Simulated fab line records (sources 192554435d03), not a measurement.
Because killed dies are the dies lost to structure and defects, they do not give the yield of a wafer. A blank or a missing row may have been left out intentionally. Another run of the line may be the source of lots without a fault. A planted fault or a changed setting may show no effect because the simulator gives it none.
What tool caused it? ; flow n5Finfet ; 11 lots, 29 wafers sampled, at 4 steps of a route of 1938

== WHAT THE GAUGES SHOWED, per wafer ==
N5_BEOL_M15_OVL_MEAS_29.
lot;measured;on;M15_OVL (nm)
L262;day 11 23:29;overlay-01;-6 -9
L265;day 12 15:53;overlay-02;4 -4 3
L264;day 13 01:50;overlay-02;-3 3
L267;day 13 05:40;overlay-01;-1 3 3
L270;day 14 01:51;overlay-02;-7 -5 8
L266;day 14 07:45;overlay-01;-8 -5 -3
L274;day 15 08:44;overlay-02;106 102 109
L276;day 15 15:33;overlay-01;116 123 117
L278;day 16 15:42;overlay-01;9 11 10
L279;day 16 22:46;overlay-01;-3 3
L285;day 18 08:45;overlay-02;3 3

== TOOL THAT RAN EACH LOT (tool first, then ch and the chambers of the sampled wafers, then the start) ==
lot;N5_BEOL_M15_DESCUM_15;N5_BEOL_M15_STRIP_64;N5_BEOL_M15_EXPOSE_25
L262;rieDiel-02 ch 1,2, day 11 21:55;rieDiel-02 ch 1,2, day 11 23:19 or earlier;krfScanner-01 ch 0, day 11 23:19
L265;rieDiel-03 ch 1,2, day 12 14:21;rieDiel-03 ch 1,2, day 12 15:41 or earlier;krfScanner-02 ch 0, day 12 15:41
L264;rieDiel-02 ch 1,2, day 13 00:26;rieDiel-02 ch 1,2, day 13 01:39 or earlier;krfScanner-02 ch 0, day 13 01:39
L267;rieDiel-01 ch 1,2, day 13 04:08;rieDiel-01 ch 1,2, day 13 05:28 or earlier;krfScanner-01 ch 0, day 13 05:28
L270;rieDiel-02 ch 2,3, day 14 00:12;rieDiel-02 ch 2,3, day 14 01:39 or earlier;krfScanner-02 ch 0, day 14 01:39
L266;rieDiel-02 ch 1,2,3, day 14 06:13;rieDiel-02 ch 1,2,3, day 14 07:33 or earlier;krfScanner-01 ch 0, day 14 07:33
L274;rieDiel-02 ch 0,2, day 15 07:20;rieDiel-02 ch 0,2, day 15 08:32 or earlier;krfScanner-01 ch 0, day 15 08:32
L276;rieDiel-01 ch 0,2,3, day 15 14:08;rieDiel-01 ch 0,2,3, day 15 15:21 or earlier;krfScanner-01 ch 0, day 15 15:21
L278;rieDiel-03 ch 1,2,3, day 16 14:10;rieDiel-03 ch 1,2,3, day 16 15:29 or earlier;krfScanner-02 ch 0, day 16 15:29
L279;rieDiel-03 ch 0,2, day 16 21:21;rieDiel-03 ch 0,2, day 16 22:33 or earlier;krfScanner-02 ch 0, day 16 22:33
L285;rieDiel-01 ch 1,3, day 18 07:13;rieDiel-01 ch 1,3, day 18 08:33 or earlier;krfScanner-02 ch 0, day 18 08:33
- N5_BEOL_M15_DESCUM_15: chemistry O2, time 7.9 s.
- N5_BEOL_M15_STRIP_64: strips in O2.
- N5_BEOL_M15_EXPOSE_25: exposes mask M15, target cd 400 nm.

== THE ANSWER, worked out from the rows above alone ==
Rule: the usual values come from the lots themselves. The widest of any qualifying gaps counts: lots, ordered by their means at a reading, are off when they make up no more than a third of the lots, leave a main group of 4 or more, and stand apart from it by 3 or more times the standard deviation of that group's means. If all means in a main group match to the digits the tables above print for the reading, that group is not used. A lot without any number at a reading at which 4 lots or more have one is off too. Any other lot the step has rows for is counted as sound.
Off: L274, L276, seen at N5_BEOL_M15_OVL_MEAS_29 (M15_OVL). The main group: mean 0 nm, standard deviation 4.7.
A tool fits if, at a process step before that reading, it ran every lot that is off, and no sound lot after the first of them. Gauges at N5_BEOL_M15_OVL_MEAS_29: tried the same way as those tools. With no start given for some of its lots, N5_BEOL_M15_STRIP_64 uses the hours and lot order of N5_BEOL_M15_EXPOSE_25. One fits: krfScanner-01 at N5_BEOL_M15_EXPOSE_25. A fault onset in the window from L266 (day 14 07:33, its last sound lot) to L274 (day 15 08:32, its first lot off) fits.

== WHAT THE SIMULATOR PUT IN ==
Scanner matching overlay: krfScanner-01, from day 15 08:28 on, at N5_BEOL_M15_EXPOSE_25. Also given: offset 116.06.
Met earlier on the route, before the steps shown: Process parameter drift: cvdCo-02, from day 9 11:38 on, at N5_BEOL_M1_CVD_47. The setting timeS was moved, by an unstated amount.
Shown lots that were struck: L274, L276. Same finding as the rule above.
